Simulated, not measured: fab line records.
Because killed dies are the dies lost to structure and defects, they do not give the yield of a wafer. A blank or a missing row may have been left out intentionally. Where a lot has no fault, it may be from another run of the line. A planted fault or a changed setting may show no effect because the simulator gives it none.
Which tool was responsible? | flow nand-harc | at 1 step of a route of 1302, 6 lots with 18 wafers sampled

## WHAT THE GAUGES READ, wafer by wafer
NHARC_A_CONTACT_OVL_MEAS_43.
lot  | measured     | on         | overlay-x-nm (nm)
L600 | day 22 18:58 | overlay-01 | 0.8 0.7 0.9
L601 | day 22 19:23 | overlay-02 | 0.2 -0.1 0.1
L604 | day 25 05:29 | overlay-01 | 0.8 0.0 0.7
L616 | day 29 12:47 | overlay-01 | -0.5 -1.0 -0.6
L617 | day 29 18:50 | overlay-01 | 0.4 0.3 0.6
L619 | day 31 16:14 | overlay-01 | 1.1 0.6 0.8

## WHAT TOOL EACH LOT RAN ON (gives the tool, then ch and the chambers of the sampled wafers, and finally the start)
Record: no process step prior to these readings.

## THE ANSWER, worked out from the rows above alone
Rule: usual is defined by the lots themselves. The widest of any qualifying gaps counts: lots, ordered by their means at a reading, are off when they make up no more than a third of the lots, leave a main group of 4 or more, and stand apart from it by 3 or more times the standard deviation of that group's means. If all means in a main group match to the digits the tables above print for the reading, that group is not used. A lot without any number at a reading at which 4 lots or more have one is off too. All remaining lots with rows at the step are treated as sound.
No lot is off at any reading shown: from this, nothing can be told.

## WHAT THE SIMULATOR HAD PUT IN
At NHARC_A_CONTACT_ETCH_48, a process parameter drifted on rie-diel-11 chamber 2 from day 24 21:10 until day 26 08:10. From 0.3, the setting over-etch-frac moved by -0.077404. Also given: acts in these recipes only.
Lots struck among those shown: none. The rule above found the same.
